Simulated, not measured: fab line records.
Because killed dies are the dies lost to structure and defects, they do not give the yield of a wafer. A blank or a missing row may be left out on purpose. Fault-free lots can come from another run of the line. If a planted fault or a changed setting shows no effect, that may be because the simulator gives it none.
Matching of chambers + flow n5 finfet + 4 sister chambers for N5_SD_EPI_N_ETCH_34 on rie diel-06
The step etches SiARC in CF4, target depth 45.5 nm, time 75.8 s. 22 wafers are shown with their chamber, then 11 later ones without.

## EACH WAFER AND ITS CHAMBER
| wafer  | chamber | showerhead plenum p Torr (Torr) | throttle valve pct (%) | drypump motor current A (A) |
|--------|---------|---------------------------------|------------------------|-----------------------------|
| L077.1 | 1       | 2.14                            | 15.93                  | 5.8                         |
| L077.2 | 2       | 2.05                            | 15.61                  | 5.6                         |
| L077.4 | 3       | 2.25                            | 15.66                  | 5.7                         |
| L078.1 | 1       | 2.14                            | 15.95                  | 5.8                         |
| L078.2 | 2       | 2.05                            | 15.63                  | 5.5                         |
| L078.6 | 0       | 2.23                            | 15.52                  | 6.0                         |
| L081.1 | 1       | 2.14                            | 15.97                  | 5.8                         |
| L081.3 | 2       | 2.04                            | 15.64                  | 5.5                         |
| L081.6 | 0       | 2.23                            | 15.51                  | 6.0                         |
| L084.1 | 0       | 2.23                            | 15.56                  | 6.0                         |
| L084.2 | 1       | 2.14                            | 15.97                  | 5.7                         |
| L084.5 | 1       | 2.14                            | 15.96                  | 5.8                         |
| L085.2 | 1       | 2.14                            | 15.97                  | 5.8                         |
| L085.5 | 0       | 2.23                            | 15.55                  | 6.0                         |
| L085.6 | 1       | 2.14                            | 15.96                  | 5.8                         |
| L087.2 | 1       | 2.14                            | 16.00                  | 5.7                         |
| L087.4 | 3       | 2.25                            | 15.67                  | 5.7                         |
| L087.6 | 2       | 2.04                            | 15.66                  | 5.6                         |
| L088.1 | 0       | 2.23                            | 15.54                  | 6.0                         |
| L088.5 | 0       | 2.23                            | 15.55                  | 6.0                         |
| L088.6 | 1       | 2.14                            | 15.98                  | 5.7                         |
| L092.1 | 1       | 2.13                            | 16.00                  | 5.7                         |

SIGNATURES (means of the wafers above)
| reading                  | chamber 0 | chamber 1 | chamber 2 | chamber 3 | scatter within a chamber |
|--------------------------|-----------|-----------|-----------|-----------|--------------------------|
| showerhead plenum p Torr | 2.2300    | 2.1390    | 2.0450    | 2.2500    | 0.00325                  |
| throttle valve pct       | 15.5383   | 15.9690   | 15.6350   | 15.6650   | 0.0202                   |
| drypump motor current A  | 6.000     | 5.760     | 5.550     | 5.700     | 0.0435                   |
Rule: for a wafer and a chamber, the distance is found by dividing, reading by reading, the gap between the wafer's reading and the chamber's mean by the reading's scatter, squaring, summing and taking the root. If the next closest chamber is less than 2 further off than the closest, the wafer can't be placed; otherwise it belongs to the closest. The scatter: the root of (the sum of the squares of (reading less its chamber's mean) over the shown wafers, divided by (wafers less chambers)).

## WAFERS WHOSE CHAMBER IS MISSING
| wafer  | showerhead plenum p Torr (Torr) | throttle valve pct (%) | drypump motor current A (A) |
|--------|---------------------------------|------------------------|-----------------------------|
| L092.2 | 2.04                            | 15.66                  | 5.6                         |
| L092.4 | 2.04                            | 15.67                  | 5.6                         |
| L093.1 | 2.24                            | 15.71                  | 5.7                         |
| L093.3 | 2.13                            | 16.02                  | 5.8                         |
| L093.4 | 2.22                            | 15.58                  | 6.0                         |
| L094.1 | 2.04                            | 15.68                  | 5.6                         |
| L094.3 | 2.24                            | 15.70                  | 5.8                         |
| L094.6 | 2.22                            | 15.56                  | 6.0                         |
| L097.1 | 2.13                            | 16.03                  | 5.8                         |
| L097.4 | 2.22                            | 15.59                  | 6.0                         |
| L097.6 | 2.13                            | 16.05                  | 5.8                         |

## WHICH CHAMBER EACH WENT THROUGH
| wafer  | from the rows above | in truth |
|--------|---------------------|----------|
| L092.2 | 2                   | 2        |
| L092.4 | 2                   | 2        |
| L093.1 | 3                   | 3        |
| L093.3 | 1                   | 1        |
| L093.4 | 0                   | 0        |
| L094.1 | 2                   | 2        |
| L094.3 | 3                   | 3        |
| L094.6 | 0                   | 0        |
| L097.1 | 1                   | 1        |
| L097.4 | 0                   | 0        |
| L097.6 | 1                   | 1        |
Correct placement for 11 of the 11. Left unplaced by these rows: 0. Wrongly placed: 0.
